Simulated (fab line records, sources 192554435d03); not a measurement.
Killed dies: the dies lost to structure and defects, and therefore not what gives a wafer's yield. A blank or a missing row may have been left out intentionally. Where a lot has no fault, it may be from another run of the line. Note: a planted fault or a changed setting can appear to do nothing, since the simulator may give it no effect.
Problem report in the 8D (eight disciplines) form, filled by code -- flow n5-finfet -- the parts of the form that need people (team, actions taken, sign-off) are left out

1. PROBLEM STATEMENT
Wafers without a fault read 92.6 s, standard deviation 0.42; run-length-s at N5_BEOL_M10_VIA_ETCH_34 reads a mean of 98.7 s on 3 wafers belonging to 3 lots. Measured from the usual mean, that is +15 standard deviations.
The step: etches SiCOH lowk in C4F6/O2, target depth 184.5 nm, time 69.2 s.
Seen first at day 14 16:35 on rie-diel-05, wafer L666.4. The record has a number at this step for 21 wafers belonging to 7 lots. Rule for "out" (also "out of limits"): further than 4 standard deviations from the usual mean. Any other wafer with a number is counted as sound.

2. WHAT IT IS, AND WHAT IT ISN'T
question,is,is not
which readings at this step,run-length-s,"O2_flow_sccm, drypump-motor-current-A, oes-product-au, rf-vpp-V, showerhead-plenum-p-Torr, throttle-valve-pct"
which lots,"L666, L667, L669","L658, L659, L670, L675"
which wafers of those lots,"L666.4, L667.4, L669.2","L666.3, L666.6, L667.3, L667.6, L669.1, L669.6"
read on which tools,rie-diel-05,"rie-diel-02, rie-diel-04"
when,from day 14 16:35,"up to then (8 sound wafers); but 10 sound wafers of L667, L669, L670, L675 came after"

3. THE SUSPECTS, EACH WITH WHAT RULES IT OUT
Counting: a tool at a process step up to the reading stays a suspect if it ran every lot that is out. Sound lots after the first of them don't rule it out here, since some wafers of a struck lot are sound.
- rie-diel-05 at N5_BEOL_M10_DESCUM_33 (chemistry O2, time 7.9 s): kept. It processed each lot that is out (first: L666, day 14 16:23); up to then, its last sound lot is L658 (day 12 22:25).
- rie-diel-05 at N5_BEOL_M10_ETCH_65 (etches SiARC in CF4, target depth 39 nm, time 65 s): kept. It processed each lot that is out (first: L666, day 14 16:25); up to then, its last sound lot is L658 (day 12 22:28).
- rie-diel-05 at N5_BEOL_M10_ETCH_66 (etches SOC in N2/H2, target depth 120 nm, overetch 24 nm, time 180 s): kept. It processed each lot that is out (first: L666, day 14 16:28); up to then, its last sound lot is L658 (day 12 22:31).
- rie-diel-05 at N5_BEOL_M10_VIA_ETCH_34 (etches SiCOH lowk in C4F6/O2, target depth 184.5 nm, time 69.2 s): kept. It processed each lot that is out (first: L666, day 14 16:35); up to then, its last sound lot is L658 (day 12 22:38). Its own readings are out on those wafers: run-length-s.
Left after counting: rie-diel-05 at N5_BEOL_M10_DESCUM_33, rie-diel-05 at N5_BEOL_M10_ETCH_65, rie-diel-05 at N5_BEOL_M10_ETCH_66, rie-diel-05 at N5_BEOL_M10_VIA_ETCH_34.

4. THE CAUSE (what the simulator had put in)
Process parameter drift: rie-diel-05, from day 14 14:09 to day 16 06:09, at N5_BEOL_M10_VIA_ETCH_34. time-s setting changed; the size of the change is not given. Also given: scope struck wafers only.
Counting left 4 suspects, and this tool is among them.

5. SEQUENCE OF EFFECTS, ordered by route
One row per reading whose mean, taken over the struck wafers that have a number, lies over 3 standard deviations from the usual. Only readings for which the record gives a usual standard deviation are gone through. hours: the time from each lot's start at the first step in this table that gives one to its start at this step, as a median over the lots. sigmas: the change in usual standard deviations.
hours,step,reading,usual,on struck wafers,change,sigmas
0,N5_BEOL_M10_VIA_ETCH_34,run-length-s,92.6 s,98.7,+6.1,+15
Its process steps:
- N5_BEOL_M10_VIA_ETCH_34: etches SiCOH lowk in C4F6/O2, target depth 184.5 nm, time 69.2 s.

6. WHAT WOULD HAVE CAUGHT IT SOONER
The fault began at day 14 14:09; the first out-of-limits reading in this record came at day 14 16:35, 2 hours later.
